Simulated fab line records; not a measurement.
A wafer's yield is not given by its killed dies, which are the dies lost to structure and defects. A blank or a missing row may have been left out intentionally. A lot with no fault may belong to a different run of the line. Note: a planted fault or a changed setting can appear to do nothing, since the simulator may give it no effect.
Lot-split experiment + flow n5_finfet + route with 1938 steps; 7 lots, 21 wafers read

THE SPLIT ITSELF
At N5_BEOL_M12_COAT_22 (resist thk 300 nm), the setting spin_rpm was moved away from the recipe's 2888 rpm on 8 of the 21 wafers read, by -3.8% to +5.2%. For the rest of the wafers, this setting stayed at what the recipe calls for.

FROM THE SPLIT TO THE READING: what the file shows between them, 3 steps
- N5_BEOL_M12_EBR_24
- N5_BEOL_M12_SOFTBAKE_23: time 60 s
- N5_BEOL_M12_DESCUM_33: chemistry O2, time 7.9 s

THE READING
coat_of_BEOL_M12_COAT_22.thk_nm (the simulator's own value, which no gauge read), in nm, at N5_BEOL_M12_ETCH_67 (etches SiARC in CF4, target depth 143 nm, time 238.3 s). The file gives no usual value for it. Average 210.8 nm, standard deviation 0.98 nm, over the 13 wafers here run with the recipe.

| wafer  | tool, chamber at the split | spin_rpm as run, rpm | against the recipe | coat_of_BEOL_M12_COAT_22.thk_nm, nm | against lot-mates on the recipe |
|--------|----------------------------|----------------------|--------------------|-------------------------------------|---------------------------------|
| L074.1 | litho_track-01, 0          | 2888                 | recipe             | 209.6                               | -                               |
| L074.4 | litho_track-01, 0          | 2888                 | recipe             | 209.6                               | -                               |
| L074.5 | litho_track-01, 0          | 2888                 | recipe             | 209.6                               | -                               |
| L075.3 | litho_track-01, 0          | 2888                 | recipe             | 211                                 | -                               |
| L075.4 | litho_track-01, 0          | 2888                 | recipe             | 210.4                               | -                               |
| L075.5 | litho_track-01, 0          | 2888                 | recipe             | 210.8                               | -                               |
| L085.2 | litho_track-03, 0          | 3029                 | +4.9%              | 205.2                               | -6.4                            |
| L085.4 | litho_track-03, 0          | 3029                 | +4.9%              | 205.2                               | -6.4                            |
| L085.3 | litho_track-03, 0          | 2888                 | recipe             | 211.6                               | -                               |
| L086.2 | litho_track-03, 0          | 2888                 | recipe             | 211                                 | -                               |
| L086.4 | litho_track-03, 0          | 2888                 | recipe             | 211                                 | -                               |
| L086.3 | litho_track-03, 0          | 2888                 | recipe             | 210                                 | -                               |
| L089.2 | litho_track-04, 0          | 3005                 | +4.1%              | 205                                 | -6.2                            |
| L089.5 | litho_track-04, 0          | 3005                 | +4.1%              | 205                                 | -6.2                            |
| L089.4 | litho_track-04, 0          | 2888                 | recipe             | 211.2                               | -                               |
| L095.3 | litho_track-03, 0          | 2888                 | recipe             | 212.4                               | -                               |
| L095.4 | litho_track-03, 0          | 2779                 | -3.8%              | 217.8                               | +5.4                            |
| L095.5 | litho_track-03, 0          | 2779                 | -3.8%              | 218.8                               | +6.4                            |
| L096.3 | litho_track-01, 0          | 3037                 | +5.2%              | 204.8                               | -8.0                            |
| L096.5 | litho_track-01, 0          | 2888                 | recipe             | 212.8                               | -                               |
| L096.6 | litho_track-01, 0          | 3037                 | +5.2%              | 204.6                               | -8.2                            |

FIT RESULTS
A straight line over all 21 wafers: coat_of_BEOL_M12_COAT_22.thk_nm changes by -1.42 nm for each +1% of spin_rpm; r = -0.96; the points scatter about the line by 1.1 nm.
The same after taking each lot's own level away (the mean of its wafers on the recipe; 21 wafers): -1.49 nm for each +1%; r = -0.99; scatter 0.42 nm.
On that fit, the largest move of spin_rpm shifts the reading by 7.7 nm.
The span of the lots' own levels, 209.60 to 212.80 nm, comes to 3.3 times the standard deviation stated above.
Consequently the slope shifts little with the lot-to-lot level, the two slopes agreeing.
Check: -7.57 nm against its lot-mates is what the line predicts for one of the wafers moved furthest among these (+5.2%) when that wafer is left out of the fit. It came out at -8 nm against them.

OTHER SPLITS ON THESE WAFERS
Other splits were also applied to these wafers ahead of the reading. Each is held against what the fit with the lots' levels taken away leaves over:
| other split on the same wafers   | wafers away from the commonest value | r with coat_of_BEOL_M12_COAT_22.thk_nm (lot level and that fit taken away) |
|----------------------------------|--------------------------------------|----------------------------------------------------------------------------|
| N5_BEOL_M8_TRENCH_ETCH_37 bias_w | 9                                    | +0.43                                                                      |
| N5_BEOL_M11_PECVD_70 time_s      | 9                                    | -0.20                                                                      |
| N5_BEOL_M11_COAT_60 spin_rpm     | 12                                   | -0.09                                                                      |
| N5_BEOL_M12_COAT_04 spin_rpm     | 10                                   | -0.05                                                                      |
| N5_BEOL_M12_ETCH_59 h2_flow_sccm | 4                                    | +0.10                                                                      |

THE WHOLE CHAIN: every reading that the file lists as answering this split, in the file's order
| step                | what it does                                           | reading                                                                          | change (the file's fit)              | r (the file's) |
|---------------------|--------------------------------------------------------|----------------------------------------------------------------------------------|--------------------------------------|----------------|
| N5_BEOL_M12_COAT_22 | resist thk 300 nm                                      | coat_of_BEOL_M12_COAT_22.thk_nm (the simulator's own value, which no gauge read) | -1.41 nm for each +1% of the setting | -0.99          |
| N5_BEOL_M12_ETCH_67 | etches SiARC in CF4, target depth 143 nm, time 238.3 s | coat_of_BEOL_M12_COAT_22.thk_nm (the simulator's own value, which no gauge read) | -1.48 nm for each +1% of the setting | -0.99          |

THE FILE'S OWN FIT
coat_of_BEOL_M12_COAT_22.thk_nm changes by -1.48 nm for each +1% of spin_rpm, r = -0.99.
